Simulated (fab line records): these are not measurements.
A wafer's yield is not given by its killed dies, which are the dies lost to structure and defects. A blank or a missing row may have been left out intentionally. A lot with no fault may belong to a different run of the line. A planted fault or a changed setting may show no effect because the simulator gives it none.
Chamber matching	flow n5 finfet	4 sister chambers for N5_BEOL_M3_STRIP_36 on rie diel-01
The step strips in N2/H2. 8 wafers are shown with their chamber, then 9 later ones without.

== WAFERS PAIRED WITH THEIR CHAMBERS ==
wafer	chamber	showerhead plenum p Torr (Torr)	drypump motor current A (A)
L076.5	2	2.65	5.5
L083.2	0	2.53	5.8
L083.3	2	2.64	5.5
L085.2	0	2.53	5.7
L087.6	1	2.52	6.1
L091.3	3	2.42	6.4
L091.4	1	2.52	6.0
L091.6	3	2.42	6.5

== WAFERS MISSING THEIR CHAMBER ==
wafer	showerhead plenum p Torr (Torr)	drypump motor current A (A)
L092.4	2.42	6.5
L092.5	2.63	5.5
L092.6	2.52	6.0
L093.1	2.63	5.5
L093.2	2.52	6.0
L093.4	2.42	6.5
L096.3	2.63	5.5
L096.5	2.52	5.8
L096.6	2.51	6.1

== EACH ONE'S CHAMBER ==
wafer	from the rows above	in truth
L092.4	3	3
L092.5	2	2
L092.6	1	1
L093.1	2	2
L093.2	1	1
L093.4	3	3
L096.3	2	2
L096.5	can't be placed: 0 or 1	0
L096.6	1	1
Correct placement for 8 of the 9. Not placeable from these rows: 1 (in 1, the candidates include the true chamber). 0 placed wrongly.
How it was worked out, from the rows above alone: a wafer's distance from a chamber is the root of the sum, over the readings, of the square of ((its reading less the chamber's mean) divided by the reading's scatter). The wafer belongs to the nearest chamber; if the next one is less than 2 further off, it can't be placed. The mean given for a chamber averages the wafers shown for that chamber. The scatter: the root of (the sum of the squares of (reading less its chamber's mean) over the shown wafers, divided by (wafers less chambers)).
